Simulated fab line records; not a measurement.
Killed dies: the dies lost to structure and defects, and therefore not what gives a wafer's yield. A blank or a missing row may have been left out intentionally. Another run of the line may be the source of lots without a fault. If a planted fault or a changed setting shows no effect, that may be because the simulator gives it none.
Matching of chambers -- flow n5_finfet -- N5_BEOL_M13_ILD_DEP_00 on pecvd-04 has 3 sister chambers
The step deposits SiOC from DEMS/O2, target thk 837.92 nm, time 166.4 s. 20 wafers are shown with their chamber, then 10 later ones without.

## WAFERS, EACH WITH ITS CHAMBER
wafer,chamber,throttle_valve_pct (%),showerhead_plenum_p_Torr (Torr),heater_power_w (W)
L075.1,0,11.4,5.687,543
L075.3,1,12.4,5.712,466
L075.5,0,11.4,5.695,436
L074.1,1,12.4,5.700,489
L074.2,2,10.7,5.694,404
L074.3,0,11.1,5.688,451
L074.4,1,12.5,5.702,384
L074.5,0,11.1,5.687,496
L074.6,2,11.4,5.717,420
L076.2,0,11.1,5.692,547
L076.3,1,12.4,5.716,453
L076.5,0,11.1,5.687,430
L081.1,0,11.1,5.694,532
L081.3,1,12.5,5.706,395
L081.6,1,12.8,5.703,442
L083.3,0,11.2,5.678,541
L083.4,2,11.1,5.692,438
L083.5,1,12.6,5.708,442
L089.4,2,10.9,5.690,453
L089.5,2,10.9,5.691,361

SIGNATURES, as means of the wafers listed above
reading,chamber 0,chamber 1,chamber 2,scatter within a chamber
throttle_valve_pct,11.188,12.514,11.000,0.178
showerhead_plenum_p_Torr,5.68850,5.70671,5.69680,0.00735
heater_power_w,497.00,438.71,415.20,43.1
Rule: a wafer lies at a distance from a chamber equal to the root of the sum of squares, over the readings, of (its reading less the chamber's mean, divided by the reading's scatter). The wafer belongs to the nearest chamber; if the next one is less than 2 further off, it can't be placed. The scatter: take each reading less its chamber's mean, square it, sum over the shown wafers, divide by the number of wafers less the number of chambers, and take the root.

## WAFERS WITHOUT THEIR CHAMBER
wafer,throttle_valve_pct (%),showerhead_plenum_p_Torr (Torr),heater_power_w (W)
L089.6,11.2,5.689,428
L088.2,11.3,5.688,452
L088.5,11.1,5.688,517
L088.6,11.0,5.704,357
L091.1,11.2,5.685,539
L091.3,11.0,5.692,417
L091.5,11.0,5.698,439
L096.2,11.6,5.686,470
L096.3,12.5,5.696,456
L096.5,11.3,5.676,505

## CHAMBER TAKEN BY EACH
wafer,from the rows above,in truth
L089.6,can't be placed: 2 or 0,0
L088.2,can't be placed: 0 or 2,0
L088.5,0,0
L088.6,2,2
L091.1,0,0
L091.3,can't be placed: 2 or 0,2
L091.5,can't be placed: 2 or 0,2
L096.2,can't be placed: 0 or 2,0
L096.3,1,1
L096.5,0,0
5 of 10 placed correctly. Cannot be placed on the basis of these rows: 5; the candidates contain the true chamber in 5. Placed wrongly: 0.
